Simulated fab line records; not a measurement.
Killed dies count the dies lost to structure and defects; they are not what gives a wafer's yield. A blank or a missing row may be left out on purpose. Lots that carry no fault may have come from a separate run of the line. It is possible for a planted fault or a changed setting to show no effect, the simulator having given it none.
Matching of chambers + flow nand harc + NHARC_P_STI_DESCUM_14 on rie diel-04 has 4 sister chambers
The step chemistry O2, time 3 s. 4 wafers are shown with their chamber, then 6 later ones without.

WAFERS WITH THEIR CHAMBER
| wafer  | chamber | drypump motor current A (A) |
|--------|---------|-----------------------------|
| L124.5 | 3       | 5.5                         |
| L126.6 | 1       | 5.2                         |
| L128.1 | 2       | 6.3                         |
| L128.3 | 0       | 5.5                         |

WAFERS WITH NO CHAMBER GIVEN
| wafer  | drypump motor current A (A) |
|--------|-----------------------------|
| L128.5 | 5.2                         |
| L133.1 | 5.3                         |
| L133.3 | 5.5                         |
| L133.6 | 5.5                         |
| L138.2 | 5.5                         |
| L138.6 | 5.5                         |

CHAMBER TAKEN BY EACH
| wafer  | from the rows above     | in truth |
|--------|-------------------------|----------|
| L128.5 | 1                       | 1        |
| L133.1 | 1                       | 1        |
| L133.3 | can't be placed: 0 or 3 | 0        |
| L133.6 | can't be placed: 0 or 3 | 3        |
| L138.2 | can't be placed: 0 or 3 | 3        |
| L138.6 | can't be placed: 0 or 3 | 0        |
2 of 6 placed correctly. From these rows, 4 cannot be placed; in 4 the true chamber is one of the candidates. Wrongly placed: 0.
How it was worked out, from the rows above alone: a wafer's distance from a chamber is the root of the sum, over the readings, of the square of ((its reading less the chamber's mean) divided by the reading's scatter). If the next closest chamber is less than 2 further off than the closest, the wafer can't be placed; otherwise it belongs to the closest. Each chamber's mean is taken over the wafers shown for it. The scatter: with one shown wafer a chamber, the root of the mean of the squares of how far each hidden wafer lies from its nearest shown one.
